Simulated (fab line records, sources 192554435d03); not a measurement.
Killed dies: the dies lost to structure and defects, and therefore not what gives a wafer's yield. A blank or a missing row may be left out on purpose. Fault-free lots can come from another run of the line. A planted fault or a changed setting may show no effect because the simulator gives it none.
Which tool did it?    flow n5 finfet    24 lots, 72 wafers sampled, at 5 steps of a route of 1938

## WHAT THE GAUGES READ, wafer by wafer
N5_BEOL_M4_INSPECT_13: inspects for defects (brightfield).
lot   measured      on                 raw defect count
L074  day 7 08:49   defect inspect-01  381 269 406
L076  day 7 15:54   defect inspect-01  331 388 430
L075  day 8 11:22   defect inspect-01  364 435 265
L077  day 8 11:32   defect inspect-01  338 295 417
L078  day 8 12:49   defect inspect-01  472 380 325
L079  day 8 18:01   defect inspect-02  425 449 388
L080  day 9 06:04   defect inspect-01  409 348 360
L081  day 9 06:22   defect inspect-02  392 356 423
L082  day 9 06:32   defect inspect-02  376 334 262
L085  day 9 23:10   defect inspect-01  506 482 391
L083  day 9 23:29   defect inspect-01  456 519 482
L084  day 10 01:50  defect inspect-02  303 435 418
L086  day 11 11:41  defect inspect-02  254 266 257
L089  day 11 11:46  defect inspect-01  543 357 343
L087  day 11 20:26  defect inspect-01  299 309 359
L088  day 11 20:31  defect inspect-02  447 354 474
L090  day 11 21:10  defect inspect-02  414 409 379
L091  day 11 22:19  defect inspect-02  256 505 415
L093  day 12 03:50  defect inspect-02  323 494 364
L092  day 12 06:51  defect inspect-01  419 480 383
L094  day 12 07:11  defect inspect-01  357 542 358
L095  day 13 00:16  defect inspect-02  471 398 613
L096  day 13 13:58  defect inspect-02  435 380 278
L097  day 14 00:17  defect inspect-02  324 415 312

## WHAT TOOL EACH LOT RAN ON (gives the tool, then ch and the chambers of the sampled wafers, and finally the start)
lot   N5_BEOL_M3_SURFACE_TREAT_85   N5_BEOL_M3_ANNEAL_89          N5_BEOL_M3_SPUTTER_92         N5_BEOL_M3_CO_CAP_55
L074  pvd sputter-01, day 7 03:56   pvd sputter-01, day 7 05:20   pvd sputter-01, day 7 05:41   cvd co-02 ch 0,1, day 7 07:01
L076  pvd sputter-03, day 7 11:38   pvd sputter-03, day 7 12:56   pvd sputter-03, day 7 13:18   cvd co-01 ch 0,1,2, day 7 14:36
L075  pvd sputter-02, day 8 05:52   pvd sputter-02, day 8 07:16   pvd sputter-02, day 8 07:38   cvd co-01 ch 0,1,2, day 8 08:56
L077  pvd sputter-02, day 8 06:00   pvd sputter-01, day 8 07:25   pvd sputter-01, day 8 07:46   cvd co-01 ch 1,2, day 8 09:04
L078  pvd sputter-02, day 8 06:13   pvd sputter-02, day 8 09:07   pvd sputter-02, day 8 09:28   cvd co-02 ch 0,1, day 8 10:46
L079  pvd sputter-01, day 8 13:46   pvd sputter-03, day 8 15:09   pvd sputter-03, day 8 15:31   cvd co-01 ch 0,1,2, day 8 16:53
L080  pvd sputter-01, day 9 02:19   pvd sputter-03, day 9 03:31   pvd sputter-03, day 9 03:52   cvd co-01 ch 1,2, day 9 05:10
L081  pvd sputter-03, day 9 02:19   pvd sputter-01, day 9 03:34   pvd sputter-01, day 9 03:55   cvd co-01 ch 0,1,2, day 9 05:17
L082  pvd sputter-01, day 9 02:22   pvd sputter-02, day 9 03:46   pvd sputter-02, day 9 04:07   cvd co-01 ch 0,1,2, day 9 05:28
L085  pvd sputter-02, day 9 17:58   pvd sputter-03, day 9 19:14   pvd sputter-03, day 9 19:35   cvd co-02 ch 0,1,2, day 9 20:54
L083  pvd sputter-02, day 9 18:10   pvd sputter-01, day 9 19:21   pvd sputter-01, day 9 19:43   cvd co-01 ch 1,2, day 9 21:02
L084  pvd sputter-02, day 9 21:17   pvd sputter-01, day 9 22:32   pvd sputter-01, day 9 22:53   cvd co-01 ch 1,2, day 10 00:12
L086  pvd sputter-02, day 11 07:20  pvd sputter-01, day 11 08:32  pvd sputter-01, day 11 08:53  cvd co-02 ch 0,1,2, day 11 10:11
L089  pvd sputter-03, day 11 07:49  pvd sputter-03, day 11 08:59  pvd sputter-03, day 11 09:21  cvd co-01 ch 0,1,2, day 11 10:40
L087  pvd sputter-02, day 11 14:08  pvd sputter-02, day 11 15:19  pvd sputter-02, day 11 15:40  cvd co-01 ch 0,1, day 11 17:02
L088  pvd sputter-02, day 11 14:17  pvd sputter-03, day 11 15:42  pvd sputter-03, day 11 16:04  cvd co-02 ch 0,1,2, day 11 17:29
L090  pvd sputter-01, day 11 14:25  pvd sputter-02, day 11 17:11  pvd sputter-02, day 11 17:33  cvd co-01 ch 0,1,2, day 11 18:51
L091  pvd sputter-01, day 11 17:55  pvd sputter-02, day 11 19:09  pvd sputter-02, day 11 19:31  cvd co-01 ch 1,2, day 11 20:49
L093  pvd sputter-03, day 11 23:30  pvd sputter-03, day 12 00:50  pvd sputter-03, day 12 01:11  cvd co-01 ch 0,1, day 12 02:31
L092  pvd sputter-02, day 12 00:47  pvd sputter-01, day 12 02:24  pvd sputter-01, day 12 02:46  cvd co-01 ch 1,2, day 12 04:05
L094  pvd sputter-02, day 12 03:13  pvd sputter-02, day 12 04:24  pvd sputter-02, day 12 04:46  cvd co-01 ch 0,1,2, day 12 06:04
L095  pvd sputter-01, day 12 19:40  pvd sputter-03, day 12 20:54  pvd sputter-03, day 12 21:16  cvd co-02 ch 0,1,2, day 12 22:34
L096  pvd sputter-03, day 13 08:43  pvd sputter-03, day 13 10:14  pvd sputter-03, day 13 10:35  cvd co-01 ch 0,1,2, day 13 11:55
L097  pvd sputter-01, day 13 20:13  pvd sputter-01, day 13 21:24  pvd sputter-01, day 13 21:46  cvd co-02 ch 0,2, day 13 23:04
- N5_BEOL_M3_SURFACE_TREAT_85
- N5_BEOL_M3_ANNEAL_89: time 240 s.
- N5_BEOL_M3_SPUTTER_92: material Cu, target thk 4.5 nm, time 8.29 s.
- N5_BEOL_M3_CO_CAP_55: material Co, precursor CCTBA/H2, target thk 2 nm, time 102.1 s.

## AS READ BY THE TOOLS THEMSELVES (means over the sampled wafers that have a number; for cases with no such wafer, the mark the record gives instead)
N5_BEOL_M3_ANNEAL_89.
lot   tool            heater power w (W)
L074  pvd sputter-01  982
L076  pvd sputter-03  786
L075  pvd sputter-02  774
L077  pvd sputter-01  905
L078  pvd sputter-02  867
L079  pvd sputter-03  804
L080  pvd sputter-03  810
L081  pvd sputter-01  949
L082  pvd sputter-02  819
L085  pvd sputter-03  689
L083  pvd sputter-01  941
L084  pvd sputter-01  856
L086  pvd sputter-01  932
L089  pvd sputter-03  812
L087  pvd sputter-02  870
L088  pvd sputter-03  797
L090  pvd sputter-02  832
L091  pvd sputter-02  855
L093  pvd sputter-03  799
L092  pvd sputter-01  863
L094  pvd sputter-02  849
L095  pvd sputter-03  743
L096  pvd sputter-03  805
L097  pvd sputter-01  945

N5_BEOL_M3_SPUTTER_92.
lot   tool            throttle valve pct (%)
L074  pvd sputter-01  29.8
L076  pvd sputter-03  29.8
L075  pvd sputter-02  30.2
L077  pvd sputter-01  30.7
L078  pvd sputter-02  29.1
L079  pvd sputter-03  30.2
L080  pvd sputter-03  30.4
L081  pvd sputter-01  29.3
L082  pvd sputter-02  29.9
L085  pvd sputter-03  29.7
L083  pvd sputter-01  29.4
L084  pvd sputter-01  30.2
L086  pvd sputter-01  30.3
L089  pvd sputter-03  30.5
L087  pvd sputter-02  29.4
L088  pvd sputter-03  30.3
L090  pvd sputter-02  29.7
L091  pvd sputter-02  29.5
L093  pvd sputter-03  30.4
L092  pvd sputter-01  29.3
L094  pvd sputter-02  29.6
L095  pvd sputter-03  29.7
L096  pvd sputter-03  30.3
L097  pvd sputter-01  29.3

N5_BEOL_M3_CO_CAP_55.
lot   tool       heater power w (W)
L074  cvd co-02  241
L076  cvd co-01  237
L075  cvd co-01  239
L077  cvd co-01  270
L078  cvd co-02  241
L079  cvd co-01  242
L080  cvd co-01  270
L081  cvd co-01  242
L082  cvd co-01  243
L085  cvd co-02  244
L083  cvd co-01  271
L084  cvd co-01  259
L086  cvd co-02  242
L089  cvd co-01  241
L087  cvd co-01  212
L088  cvd co-02  244
L090  cvd co-01  240
L091  cvd co-01  264
L093  cvd co-01  209
L092  cvd co-01  260
L094  cvd co-01  238
L095  cvd co-02  241
L096  cvd co-01  239
L097  cvd co-02  244

## THE ANSWER, worked out from the rows above alone
Rule: usual is defined by the lots themselves. The widest of any qualifying gaps counts: lots, ordered by their means at a reading, are off when they make up no more than a third of the lots, leave a main group of 4 or more, and stand apart from it by 3 or more times the standard deviation of that group's means. A main group is skipped when, at the precision printed for the reading in the tables above, its means are all equal. Also off: a lot with no number at a reading for which 4 or more lots have one. All remaining lots with rows at the step are treated as sound. Order of review: gauges by route order, followed by the tools' own readings, for which a lot's mean as printed above is used. The first step at which some lot is off is used, and at that step the reading that is off furthest; a lot without a number counts as furthest.
None of the lots is off at any reading shown; this tells nothing.

## WHAT HAD BEEN PUT IN BY THE SIMULATOR
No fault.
